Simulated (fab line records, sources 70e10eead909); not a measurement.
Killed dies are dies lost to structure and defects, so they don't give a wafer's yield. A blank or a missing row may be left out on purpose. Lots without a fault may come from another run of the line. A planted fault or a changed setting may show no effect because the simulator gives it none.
Which tool did it? | flow nand_harc | 6 lots, 18 wafers sampled, at 5 steps of a route of 1302

WHAT THE GAUGES READ, wafer by wafer
NHARC_END_SORT_01.
lot  | measured     | on        | killed_at_array
L570 | day 27 13:14 | prober-02 | 68 85 72
L578 | day 30 13:58 | prober-01 | 43 37 38

WHICH TOOL RAN EACH LOT (tool, then ch and the chambers of the sampled wafers, then the start)
lot  | NHARC_A_SLIT_DESCUM_14             | NHARC_A_SLIT_ETCH_17             | NHARC_A_WL_FILL_ALD_02              | NHARC_A_WL_FILL_CVD_03
L566 | rie_diel-07 ch 1,2, day 21 07:28   | har_etch-01 ch 0,1, day 21 08:43 | ald_metal-04 ch 1,2,3, day 21 20:31 | cvd_w-02 ch 0,1, day 21 20:55
L570 | rie_diel-03 ch 1,2,3, day 22 09:46 | har_etch-01 ch 0,1, day 22 17:31 | ald_metal-03 ch 1,2,3, day 23 04:07 | cvd_w-02 ch 0,1, day 23 04:35
L573 | rie_diel-03 ch 0,3, day 24 05:27   | har_etch-02 ch 0,1, day 24 06:42 | ald_metal-04 ch 0,3, day 24 19:04   | cvd_w-02 ch 0,1, day 24 19:30
L578 | rie_diel-07 ch 0,3, day 25 23:07   | har_etch-02 ch 0,1, day 26 01:20 | ald_metal-03 ch 0,2, day 26 12:20   | cvd_w-02 ch 0,1, day 26 12:44
L583 | rie_diel-03 ch 2,3, day 27 23:16   | har_etch-02 ch 0,1, day 28 01:08 | ald_metal-03 ch 0,1,2, day 28 17:01 | cvd_w-02 ch 0,1, day 28 17:25
L586 | rie_diel-02 ch 0,1, day 30 04:48   | har_etch-01 ch 0,1, day 30 09:16 | ald_metal-04 ch 0,2,3, day 30 22:08 | cvd_w-02 ch 0,1, day 30 22:35
- NHARC_A_SLIT_DESCUM_14: chemistry O2, time 3 s.
- NHARC_A_SLIT_ETCH_17: etches the open film in C4F8/O2/Ar, time 4254.5 s, target depth 20300 nm.
- NHARC_A_WL_FILL_ALD_02: deposits TiN, target thk 2 nm, pulse time 3 s, ald cycles 100.
- NHARC_A_WL_FILL_CVD_03: deposits W, target thk 40 nm, time 279 s.

THE ANSWER, worked out from the rows above alone
Rule: what is usual is taken from the lots themselves. Put in order of their means at a reading, lots are off if they are a third of the lots or fewer, leave a main group of 4 or more, and stand apart from it by a gap of 3 or more times the standard deviation of the main group's means; of several such gaps the widest counts. A main group whose means are all the same, to the digits that the tables above print for the reading, isn't used. A lot without any number at a reading at which 4 lots or more have one is off too. The other lots that the step has rows for count as sound.
No lot is off at any reading shown: from this, nothing can be told.

WHAT THE SIMULATOR HAD PUT IN
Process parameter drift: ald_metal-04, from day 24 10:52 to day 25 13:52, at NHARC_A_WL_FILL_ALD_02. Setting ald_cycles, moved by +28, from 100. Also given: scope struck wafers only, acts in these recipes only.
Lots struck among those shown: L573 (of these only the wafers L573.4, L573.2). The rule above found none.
